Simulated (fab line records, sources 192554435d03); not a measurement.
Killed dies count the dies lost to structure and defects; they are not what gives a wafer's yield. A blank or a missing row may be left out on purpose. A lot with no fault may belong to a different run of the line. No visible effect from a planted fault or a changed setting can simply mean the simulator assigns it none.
Chamber matching / flow n5 finfet / pecvd-01 running N5_BEOL_M15_ILD_DEP_00: 3 sister chambers
The step deposits SiO2 from TEOS/O2, target thk 1629.3 nm, time 346.1 s. 3 wafers are shown with their chamber, then 7 later ones without.

== WAFERS WITH THEIR CHAMBER ==
wafer=L087.5; chamber=0; throttle valve pct (%)=18.5
wafer=L091.1; chamber=1; throttle valve pct (%)=20.8
wafer=L091.3; chamber=2; throttle valve pct (%)=18.6

== WAFERS WITH NO CHAMBER GIVEN ==
wafer=L091.5; throttle valve pct (%)=18.6
wafer=L094.1; throttle valve pct (%)=18.6
wafer=L094.5; throttle valve pct (%)=20.7
wafer=L094.6; throttle valve pct (%)=18.4
wafer=L096.1; throttle valve pct (%)=18.6
wafer=L096.2; throttle valve pct (%)=20.6
wafer=L096.5; throttle valve pct (%)=20.7

== EACH ONE'S CHAMBER ==
wafer=L091.5; from the rows above=can't be placed: 2 or 0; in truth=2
wafer=L094.1; from the rows above=can't be placed: 2 or 0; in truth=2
wafer=L094.5; from the rows above=1; in truth=1
wafer=L094.6; from the rows above=can't be placed: 0 or 2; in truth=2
wafer=L096.1; from the rows above=can't be placed: 2 or 0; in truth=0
wafer=L096.2; from the rows above=1; in truth=1
wafer=L096.5; from the rows above=1; in truth=1
3 of 7 placed correctly. These rows do not allow placing 4 (true chamber among the candidates in 4). Wrongly placed: 0.
How it was worked out, from the rows above alone: a wafer's distance from a chamber is the root of the sum, over the readings, of the square of ((its reading less the chamber's mean) divided by the reading's scatter). If the next closest chamber is less than 2 further off than the closest, the wafer can't be placed; otherwise it belongs to the closest. For every chamber, the mean is computed from those of its wafers that are shown. The scatter: root of mean squared gap, hidden wafer to nearest shown wafer, with one shown wafer a chamber.
